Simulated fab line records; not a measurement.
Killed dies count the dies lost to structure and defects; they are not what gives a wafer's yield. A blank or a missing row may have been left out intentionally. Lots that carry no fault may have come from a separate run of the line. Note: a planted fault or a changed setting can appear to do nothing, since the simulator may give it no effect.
What tool caused it?	flow nand-harc	24 lots, 72 wafers sampled, at 6 steps of a route of 1302

WHAT EACH GAUGE READ, for each wafer
Not one reading of a measure or inspect step in the record can be checked against a usual standard deviation.

EACH LOT AND THE TOOL THAT RAN IT (in order: tool; ch and the chambers of the sampled wafers; start)
lot	NHARC_A_STAIRCASE_DESCUM_219	NHARC_A_STAIRCASE_ETCH_232	NHARC_A_STAIRCASE_TRIM_235	NHARC_A_STAIRCASE_DEP_259	NHARC_A_STAIRCASE_DESCUM_270	NHARC_A_STAIRCASE_ETCH_294
L074	rie-diel-08 ch 0,1,3, day 16 05:22	rie-diel-11 ch 0,1,3, day 16 13:47 or earlier	rie-diel-11 ch 0,2, day 16 13:47 or earlier	pecvd-02 ch 0,1, day 16 13:47	rie-diel-08 ch 1,3, day 16 14:46	rie-diel-07 ch 1,3, no start
L075	rie-diel-07 ch 1,3, day 16 08:41	rie-diel-07 ch 1,2,3, day 16 15:29 or earlier	rie-diel-07 ch 0,3, day 16 15:29 or earlier	pecvd-01 ch 0,1, day 16 15:29	rie-diel-07 ch 0,3, day 16 16:26	rie-diel-11 ch 0,1, no start
L076	rie-diel-11 ch 1,2,3, day 16 15:33	rie-diel-11 ch 1,2, day 17 00:09 or earlier	rie-diel-11 ch 2,3, day 17 00:09 or earlier	pecvd-02 ch 0,1, day 17 00:09	rie-diel-07 ch 1,2, day 17 01:06	rie-diel-07 ch 0,3, no start
L078	rie-diel-07 ch 1,2,3, day 17 14:31	rie-diel-11 ch 0,1, day 17 22:01 or earlier	rie-diel-11 ch 1,2,3, day 17 22:01 or earlier	pecvd-02 ch 0,2, day 17 22:01	rie-diel-07 ch 0,3, day 17 22:59	rie-diel-07 ch 0,1,3, no start
L077	rie-diel-07 ch 0,1,3, day 17 14:43	rie-diel-07 ch 0,2,3, day 17 23:06 or earlier	rie-diel-07 ch 0,2,3, day 17 23:06 or earlier	pecvd-01 ch 0,1, day 17 23:06	rie-diel-07 ch 1,2,3, day 18 00:39	rie-diel-11 ch 0,2,3, no start
L079	rie-diel-07 ch 0,3, day 18 10:10	rie-diel-11 ch 1,3, day 18 18:55 or earlier	rie-diel-11 ch 0,1,2, day 18 18:55 or earlier	pecvd-03 ch 1,2, day 18 18:55	rie-diel-08 ch 1,3, day 18 19:47	rie-diel-08 ch 1,2, no start
L080	rie-diel-08 ch 0,1,2, day 18 10:26	rie-diel-08 ch 0,1,3, day 18 17:08 or earlier	rie-diel-08 ch 0,1,3, day 18 17:08 or earlier	pecvd-02 ch 0,1,2, day 18 17:08	rie-diel-07 ch 0,1, day 18 17:54	rie-diel-07 ch 0,3, no start
L083	rie-diel-07 ch 1,2, day 20 01:07	rie-diel-07 ch 0,2, day 20 08:26 or earlier	rie-diel-07 ch 0,1,3, day 20 08:26 or earlier	pecvd-03 ch 0,1, day 20 08:26	rie-diel-11 ch 1,2, day 20 09:25	rie-diel-07 ch 0,1,2, no start
L082	rie-diel-07 ch 0,2,3, day 20 08:00	rie-diel-08 ch 1,2,3, day 20 15:13 or earlier	rie-diel-08 ch 0,1,2, day 20 15:13 or earlier	pecvd-03 ch 1,2, day 20 15:13	rie-diel-11 ch 0,2,3, day 20 16:11	rie-diel-08 ch 1,2,3, no start
L081	rie-diel-07 ch 0,1,2, day 20 08:46	rie-diel-07 ch 0,2,3, day 20 16:44 or earlier	rie-diel-07 ch 0,3, day 20 16:44 or earlier	pecvd-02 ch 1,2, day 20 16:44	rie-diel-07 ch 0,2, day 20 17:34	rie-diel-11 ch 1,2,3, no start
L085	rie-diel-11 ch 1,2, day 20 14:49	rie-diel-11 ch 0,3, day 20 23:53 or earlier	rie-diel-11 ch 0,3, day 20 23:53 or earlier	pecvd-02 ch 0,1,2, day 20 23:53	rie-diel-11 ch 2,3, day 21 00:47	rie-diel-07 ch 0,2,3, no start
L084	rie-diel-08 ch 1,2, day 20 23:10	rie-diel-11 ch 0,1,3, day 21 06:01 or earlier	rie-diel-11 ch 0,2,3, day 21 06:01 or earlier	pecvd-02 ch 0,2, day 21 06:01	rie-diel-07 ch 0,3, day 21 06:57	rie-diel-11 ch 0,2,3, no start
L086	rie-diel-07 ch 0,2,3, day 21 11:45	rie-diel-07 ch 1,2, day 21 21:49 or earlier	rie-diel-07 ch 2,3, day 21 21:49 or earlier	pecvd-03 ch 0,1, day 21 21:49	rie-diel-11 ch 0,1, day 21 22:39	rie-diel-11 ch 0,2,3, no start
L087	rie-diel-08 ch 1,3, day 21 13:02	rie-diel-08 ch 0,2,3, day 21 22:39 or earlier	rie-diel-08 ch 1,3, day 21 22:39 or earlier	pecvd-02 ch 1,2, day 21 22:39	rie-diel-07 ch 0,1,3, day 21 23:37	rie-diel-11 ch 1,2,3, no start
L090	rie-diel-11 ch 1,2,3, day 22 13:53	rie-diel-11 ch 1,2,3, day 23 00:24 or earlier	rie-diel-11 ch 0,1,2, day 23 00:24 or earlier	pecvd-03 ch 0,1,2, day 23 00:24	rie-diel-07 ch 0,1,3, day 23 01:15	rie-diel-11 ch 0,1,3, no start
L088	rie-diel-07 ch 0,1, day 22 14:34	rie-diel-07 ch 1,3, day 22 21:25 or earlier	rie-diel-07 ch 0,1, day 22 21:25 or earlier	pecvd-03 ch 1,2, day 22 21:25	rie-diel-11 ch 0,3, day 22 23:06	rie-diel-07 ch 1,3, no start
L089	rie-diel-07 ch 2,3, day 22 15:01	rie-diel-07 ch 0,1,2, day 22 22:10 or earlier	rie-diel-07 ch 0,3, day 22 22:10 or earlier	pecvd-03 ch 1,2, day 22 22:10	rie-diel-11 ch 2,3, day 22 23:08	rie-diel-08 ch 1,3, no start
L092	rie-diel-07 ch 1,2,3, day 23 02:57	rie-diel-11 ch 0,1,2, day 23 17:19 or earlier	rie-diel-11 ch 0,2,3, day 23 17:19 or earlier	pecvd-02 ch 0,1,2, day 23 17:19	rie-diel-08 ch 0,1,2, day 23 18:25	rie-diel-11 ch 1,2,3, no start
L091	rie-diel-07 ch 2,3, day 23 06:27	rie-diel-08 ch 1,2,3, day 23 17:09 or earlier	rie-diel-08 ch 0,2,3, day 23 17:09 or earlier	pecvd-02 ch 0,1, day 23 17:09	rie-diel-07 ch 0,1,2, day 23 18:01	rie-diel-11 ch 0,2,3, no start
L093	rie-diel-11 ch 2,3, day 24 05:53	rie-diel-11 ch 1,2, day 24 14:19 or earlier	rie-diel-11 ch 2,3, day 24 14:19 or earlier	pecvd-03 ch 0,1,2, day 24 14:19	rie-diel-07 ch 1,2, day 24 15:12	rie-diel-11 ch 2,3, no start
L094	rie-diel-08 ch 0,1,2, day 24 23:30	rie-diel-11 ch 2,3, day 25 06:21 or earlier	rie-diel-11 ch 0,2,3, day 25 06:21 or earlier	pecvd-03 ch 0,2, day 25 06:21	rie-diel-08 ch 0,1,2, day 25 07:10	rie-diel-11 ch 0,2,3, no start
L095	rie-diel-08 ch 0,2,3, day 25 03:43	rie-diel-07 ch 2,3, day 25 10:10 or earlier	rie-diel-07 ch 1,2, day 25 10:10 or earlier	pecvd-03 ch 0,2, day 25 10:10	rie-diel-11 ch 0,2,3, day 25 11:10	rie-diel-07 ch 1,3, no start
L096	rie-diel-07 ch 0,2,3, day 25 09:10	rie-diel-07 ch 0,2,3, day 25 16:32 or earlier	rie-diel-07 ch 0,1,2, day 25 16:32 or earlier	pecvd-03 ch 1,2, day 25 16:32	rie-diel-11 ch 1,3, day 25 17:32	rie-diel-07 ch 0,2, no start
L097	rie-diel-08 ch 0,1,3, day 25 09:35	rie-diel-08 ch 0,2,3, day 25 17:57 or earlier	rie-diel-08 ch 0,1,3, day 25 17:57 or earlier	pecvd-03 ch 0,1,2, day 25 17:57	rie-diel-07 ch 0,1,2, day 25 18:58	rie-diel-08 ch 0,2,3, no start
- NHARC_A_STAIRCASE_DESCUM_219: chemistry O2, time 3 s.
- NHARC_A_STAIRCASE_ETCH_232: etches the open film in C4F8/O2, target depth 100 nm, time 40.5 s.
- NHARC_A_STAIRCASE_TRIM_235: chemistry O2, time 211.2 s.
- NHARC_A_STAIRCASE_DEP_259: deposits SiON, target thk 30 nm.
- NHARC_A_STAIRCASE_DESCUM_270: chemistry O2, time 3 s.
- NHARC_A_STAIRCASE_ETCH_294: etches the open film in C4F8/O2/Ar, target depth 4989 nm, time 1211.6 s.

AS READ BY THE TOOLS THEMSELVES (means over the sampled wafers that have a number; for cases with no such wafer, the mark the record gives instead)
NHARC_A_STAIRCASE_DESCUM_219. Usual: drypump-motor-current-A 5.7 A, standard deviation 0.42; oes-product-au 0.999 a.u., standard deviation 0.012; rf-vpp-V 57.6 V, standard deviation 0.87; showerhead-plenum-p-Torr 1.90 Torr, standard deviation 0.055; throttle-valve-pct 11.312 %, standard deviation 0.0093.
lot	tool	drypump-motor-current-A (A)	oes-product-au (a.u.)	rf-vpp-V (V)	showerhead-plenum-p-Torr (Torr)	throttle-valve-pct (%)	flag
L074	rie-diel-08	5.6	0.993	57.8	1.89	11.309	
L075	rie-diel-07	5.4	1.007	57.3	1.89	11.315	
L076	rie-diel-11	5.4	1.003	57.8	1.89	11.303	
L078	rie-diel-07	5.5	1.007	56.8	1.93	11.319	
L077	rie-diel-07	5.8	1.002	57.4	1.88	11.322	
L079	rie-diel-07	5.9	1.003	57.0	1.87	11.311	
L080	rie-diel-08	5.8	0.990	57.0	1.89	11.309	
L083	rie-diel-07	5.6	1.001	58.1	1.97	11.309	
L082	rie-diel-07	5.6	1.010	58.3	1.92	11.312	
L081	rie-diel-07	5.9	1.005	57.9	1.91	11.321	
L085	rie-diel-11	5.5	0.996	57.9	1.86	11.321	
L084	rie-diel-08	5.8	0.982	57.7	1.88	11.315	
L086	rie-diel-07	5.6	0.999	58.2	1.92	11.315	
L087	rie-diel-08	5.7	0.987	57.2	1.88	11.315	
L090	rie-diel-11	5.4	0.995	57.4	1.88	11.308	
L088	rie-diel-07	6.2	0.998	58.0	1.86	11.311	
L089	rie-diel-07	5.1	1.009	57.8	1.93	11.318	
L092	rie-diel-07	5.5	1.006	57.9	1.92	11.318	
L091	rie-diel-07	5.1	1.007	58.2	1.92	11.315	
L093	rie-diel-11	5.2	1.002	58.1	1.86	11.313	
L094	rie-diel-08	5.7	0.988	56.5	1.88	11.314	
L095	rie-diel-08	5.9	0.985	57.8	1.86	11.317	
L096	rie-diel-07	5.6	1.006	57.7	1.91	11.308	
L097	rie-diel-08	5.7	1.005	57.8	1.87	11.314	

NHARC_A_STAIRCASE_ETCH_232. Usual: oes-product-au 0.945 a.u., standard deviation 0.014; rf-vpp-V 895 V, standard deviation 3.2.
lot	tool	oes-product-au (a.u.)	rf-vpp-V (V)	flag
L074	rie-diel-11	0.935	894	
L075	rie-diel-07	0.958	898	
L076	rie-diel-11	0.949	895	
L078	rie-diel-11	0.955	895	
L077	rie-diel-07	0.949	897	
L079	rie-diel-11	0.950	895	
L080	rie-diel-08	0.935	894	
L083	rie-diel-07	0.943	899	
L082	rie-diel-08	0.935	894	
L081	rie-diel-07	0.960	896	
L085	rie-diel-11	0.933	895	
L084	rie-diel-11	0.953	894	
L086	rie-diel-07	0.952	896	
L087	rie-diel-08	0.945	892	
L090	rie-diel-11	0.940	893	
L088	rie-diel-07	0.949	894	
L089	rie-diel-07	0.934	896	
L092	rie-diel-11	0.952	894	
L091	rie-diel-08	0.945	892	
L093	rie-diel-11	0.946	892	
L094	rie-diel-11	0.957	892	
L095	rie-diel-07	0.967	900	
L096	rie-diel-07	0.941	896	
L097	rie-diel-08	0.936	894	

NHARC_A_STAIRCASE_TRIM_235. Usual: drypump-motor-current-A 5.6 A, standard deviation 0.41; oes-product-au 0.997 a.u., standard deviation 0.011; rf-vpp-V 57.6 V, standard deviation 0.87; showerhead-plenum-p-Torr 3.49 Torr, standard deviation 0.075; throttle-valve-pct 17.035 %, standard deviation 0.0094.
lot	tool	drypump-motor-current-A (A)	oes-product-au (a.u.)	rf-vpp-V (V)	showerhead-plenum-p-Torr (Torr)	throttle-valve-pct (%)	flag
L074	rie-diel-11	5.6	0.995	56.9	3.50	17.037	
L075	rie-diel-07	5.9	1.002	57.8	3.46	17.039	
L076	rie-diel-11	5.2	1.002	57.9	3.50	17.040	
L078	rie-diel-11	5.5	0.996	56.6	3.48	17.043	
L077	rie-diel-07	5.6	1.010	57.2	3.55	17.034	
L079	rie-diel-11	5.7	0.993	57.9	3.47	17.036	
L080	rie-diel-08	5.7	0.995	57.7	3.48	17.033	
L083	rie-diel-07	5.8	0.999	58.0	3.46	17.038	
L082	rie-diel-08	5.8	0.985	58.2	3.48	17.034	
L081	rie-diel-07	5.9	0.998	56.9	3.44	17.026	
L085	rie-diel-11	5.5	0.991	58.1	3.51	17.037	
L084	rie-diel-11	5.4	0.992	58.7	3.49	17.030	
L086	rie-diel-07	5.2	1.003	57.7	3.55	17.026	
L087	rie-diel-08	5.8	0.994	57.8	3.44	17.040	
L090	rie-diel-11	5.7	0.992	58.0	3.46	17.029	
L088	rie-diel-07	6.2	0.978	57.1	3.44	17.031	
L089	rie-diel-07	5.4	1.001	57.3	3.45	17.037	
L092	rie-diel-11	5.4	0.999	57.6	3.47	17.038	
L091	rie-diel-08	5.9	0.991	57.7	3.45	17.035	
L093	rie-diel-11	5.3	0.997	56.9	3.44	17.037	
L094	rie-diel-11	5.4	1.007	57.0	3.47	17.045	
L095	rie-diel-07	5.7	1.008	58.7	3.61	17.034	
L096	rie-diel-07	5.9	1.004	58.0	3.51	17.034	
L097	rie-diel-08	5.7	0.987	58.1	3.46	17.031	

NHARC_A_STAIRCASE_DEP_259. Usual: heater-power-w 707 W, standard deviation 85; susceptor-temp-C 400.00 C, standard deviation 0.23.
lot	tool	heater-power-w (W)	susceptor-temp-C (C)	flag
L074	pecvd-02	833	400.02	
L075	pecvd-01	756	400.03	
L076	pecvd-02	775	399.82	
L078	pecvd-02	693	400.16	
L077	pecvd-01	755	399.74	
L079	pecvd-03	665	400.18	
L080	pecvd-02	769	399.91	
L083	pecvd-03	707	399.99	
L082	pecvd-03	591	400.24	
L081	pecvd-02	645	400.04	
L085	pecvd-02	744	400.01	
L084	pecvd-02	726	400.10	
L086	pecvd-03	670	400.26	
L087	pecvd-02	680	400.12	
L090	pecvd-03	677	400.07	
L088	pecvd-03	597	400.18	
L089	pecvd-03	616	400.10	
L092	pecvd-02	750	399.86	
L091	pecvd-02	839	399.83	
L093	pecvd-03	681	400.07	
L094	pecvd-03	687	400.03	
L095	pecvd-03	644	400.14	
L096	pecvd-03	617	399.75	
L097	pecvd-03	674	400.13	

NHARC_A_STAIRCASE_DESCUM_270. Usual: drypump-motor-current-A 5.7 A, standard deviation 0.42; oes-product-au 0.997 a.u., standard deviation 0.013; rf-vpp-V 57.6 V, standard deviation 0.78; showerhead-plenum-p-Torr 1.89 Torr, standard deviation 0.052; throttle-valve-pct 11.312 %, standard deviation 0.009.
lot	tool	drypump-motor-current-A (A)	oes-product-au (a.u.)	rf-vpp-V (V)	showerhead-plenum-p-Torr (Torr)	throttle-valve-pct (%)	flag
L074	rie-diel-08	5.7	0.990	57.4	1.89	11.306	
L075	rie-diel-07	5.4	1.008	58.0	1.88	11.316	
L076	rie-diel-07	5.6	1.017	57.3	1.98	11.305	
L078	rie-diel-07	5.4	1.003	56.7	1.88	11.309	
L077	rie-diel-07	5.5	1.006	57.4	1.93	11.311	
L079	rie-diel-08	5.7	0.984	57.4	1.89	11.305	
L080	rie-diel-07	6.2	0.994	57.2	1.86	11.304	
L083	rie-diel-11	5.7	0.987	57.7	1.87	11.312	
L082	rie-diel-11	5.4	0.995	57.6	1.89	11.305	
L081	rie-diel-07	5.7	1.015	57.5	1.96	11.315	
L085	rie-diel-11	5.2	0.994	57.2	1.89	11.324	
L084	rie-diel-07	5.4	1.001	58.0	1.87	11.319	
L086	rie-diel-11	5.8	0.996	57.8	1.88	11.304	
L087	rie-diel-07	5.8	0.993	56.7	1.87	11.301	
L090	rie-diel-07	5.8	0.996	58.0	1.86	11.316	
L088	rie-diel-11	5.3	1.002	57.7	1.90	11.307	
L089	rie-diel-11	5.3	0.999	57.7	1.87	11.303	
L092	rie-diel-08	5.7	0.987	57.6	1.88	11.312	
L091	rie-diel-07	5.9	1.002	57.5	1.90	11.304	
L093	rie-diel-07	5.9	1.000	57.7	1.91	11.318	
L094	rie-diel-08	5.8	0.984	57.8	1.88	11.315	
L095	rie-diel-11	5.4	0.990	57.5	1.88	11.322	
L096	rie-diel-11	5.6	1.002	57.5	1.87	11.316	
L097	rie-diel-07	5.9	0.994	57.5	1.90	11.314	

NHARC_A_STAIRCASE_ETCH_294. Usual: oes-product-au 0.933 a.u., standard deviation 0.012; rf-vpp-V 1824 V, standard deviation 5.5.
lot	tool	oes-product-au (a.u.)	rf-vpp-V (V)	flag
L074	rie-diel-07	0.923	1823	
L075	rie-diel-11	0.933	1825	
L076	rie-diel-07	0.932	1824	
L078	rie-diel-07	0.926	1821	
L077	rie-diel-11	0.933	1824	
L079	rie-diel-08	0.919	1823	
L080	rie-diel-07	0.942	1822	
L083	rie-diel-07	0.942	1827	
L082	rie-diel-08	0.924	1822	
L081	rie-diel-11	0.927	1822	
L085	rie-diel-07	0.936	1826	
L084	rie-diel-11	0.924	1824	
L086	rie-diel-11	0.932	1824	
L087	rie-diel-11	0.940	1823	
L090	rie-diel-11	0.950	1823	
L088	rie-diel-07	0.939	1822	
L089	rie-diel-08	0.938	1822	
L092	rie-diel-11	0.922	1821	
L091	rie-diel-11	0.921	1823	
L093	rie-diel-11	0.937	1823	
L094	rie-diel-11	0.926	1822	
L095	rie-diel-07	0.931	1821	
L096	rie-diel-07	0.932	1825	
L097	rie-diel-08	0.943	1821	

THE ANSWER, worked out from the rows above alone
Rule: take the mean of a lot's wafers that have a number; if it is more than 3 standard deviations from the usual mean, the lot is off. Also off: a lot with no number at a reading for which 4 or more lots have one. Where the step has rows for the other lots, those lots are counted as sound. After the gauges, taken in route order, come the tools' own readings; for these a lot's mean is taken, as printed above. At the first step where some lot is off, the reading lying furthest off is the one used; lots without a number count as furthest.
None of the lots is off at any reading shown; this tells nothing.

WHAT WAS PUT IN BY THE SIMULATOR
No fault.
